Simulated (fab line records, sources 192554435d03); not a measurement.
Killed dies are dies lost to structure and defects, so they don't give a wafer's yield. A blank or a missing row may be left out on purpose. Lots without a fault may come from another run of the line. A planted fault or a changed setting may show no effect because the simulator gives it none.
Split-lot experiment | flow n5_finfet | 7 lots, 21 wafers read, on a route of 1938 steps

THE SPLIT
At N5_BEOL_M13_SPUTTER_43 (material TaN, target thk 15 nm, time 24.19 s), the setting power_w was moved away from the recipe's 15000 W on 7 of the 21 wafers read, by -11.7% to +13.2%. The other wafers ran this setting at the recipe's value.

The reading is taken at the split's own step.

THE READING
TaN_of_BEOL_M13_SPUTTER_43.thk_nm (the simulator's own value, which no gauge read), in nm, at N5_BEOL_M13_SPUTTER_43 (material TaN, target thk 15 nm, time 24.19 s). The file gives no usual value for it. The 14 wafers here that ran the recipe average 15.0 nm, standard deviation 0.15 nm.

wafer  | tool, chamber at the split | power_w as run, W | against the recipe | TaN_of_BEOL_M13_SPUTTER_43.thk_nm, nm | against lot-mates on the recipe
L074.1 | pvd_sputter-03, -          | 15000             | recipe             | 15                                    | -
L074.2 | pvd_sputter-03, -          | 15000             | recipe             | 15                                    | -
L074.5 | pvd_sputter-03, -          | 16980             | +13.2%             | 16.8                                  | +1.8
L076.3 | pvd_sputter-01, -          | 15000             | recipe             | 15.2                                  | -
L076.4 | pvd_sputter-01, -          | 15000             | recipe             | 15                                    | -
L076.6 | pvd_sputter-01, -          | 15000             | recipe             | 15                                    | -
L077.4 | pvd_sputter-01, -          | 13450             | -10.3%             | 13.2                                  | no lot-mate on the recipe
L077.5 | pvd_sputter-01, -          | 13450             | -10.3%             | 13.4                                  | no lot-mate on the recipe
L077.6 | pvd_sputter-01, -          | 13450             | -10.3%             | 13.4                                  | no lot-mate on the recipe
L078.2 | pvd_sputter-02, -          | 15000             | recipe             | 14.8                                  | -
L078.3 | pvd_sputter-02, -          | 15000             | recipe             | 15                                    | -
L078.6 | pvd_sputter-02, -          | 13540             | -9.7%              | 13.6                                  | -1.3
L086.1 | pvd_sputter-01, -          | 13250             | -11.7%             | 13.4                                  | -1.6
L086.2 | pvd_sputter-01, -          | 15000             | recipe             | 15                                    | -
L086.3 | pvd_sputter-01, -          | 13250             | -11.7%             | 13                                    | -2.0
L087.2 | pvd_sputter-02, -          | 15000             | recipe             | 15                                    | -
L087.5 | pvd_sputter-02, -          | 15000             | recipe             | 15                                    | -
L087.6 | pvd_sputter-02, -          | 15000             | recipe             | 14.8                                  | -
L091.2 | pvd_sputter-03, -          | 15000             | recipe             | 15.4                                  | -
L091.3 | pvd_sputter-03, -          | 15000             | recipe             | 15                                    | -
L091.4 | pvd_sputter-03, -          | 15000             | recipe             | 15.2                                  | -

THE FIT
A straight line over all 21 wafers: TaN_of_BEOL_M13_SPUTTER_43.thk_nm changes by +0.152 nm for each +1% of power_w; r = +0.99; the points scatter about the line by 0.16 nm.
The same after taking each lot's own level away (the mean of its wafers on the recipe; 18 wafers): +0.144 nm for each +1%; r = +0.99; scatter 0.13 nm.
On that fit, the largest move of power_w shifts the reading by 1.9 nm.
The lots' own levels span 14.90 to 15.20 nm, that is 2.0 times the standard deviation above.
So the lot-to-lot level changes the slope little: the two slopes agree.
Check: with one of the wafers moved furthest among these (+13.2%) left out of the fit, the line predicts +1.97 nm for it against its lot-mates. It came out at +1.8 nm against them.

OTHER SPLITS ON THESE WAFERS
These wafers also went through other splits before the reading. Each is held against what the fit with the lots' levels taken away leaves over:
other split on the same wafers | wafers away from the commonest value | r with TaN_of_BEOL_M13_SPUTTER_43.thk_nm (lot level and that fit taken away)
N5_BEOL_M13_COAT_04 spin_rpm   | 7                                    | -0.01

THE FILE'S OWN FIT
TaN_of_BEOL_M13_SPUTTER_43.thk_nm changes by +0.142 nm for each +1% of power_w, r = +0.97.
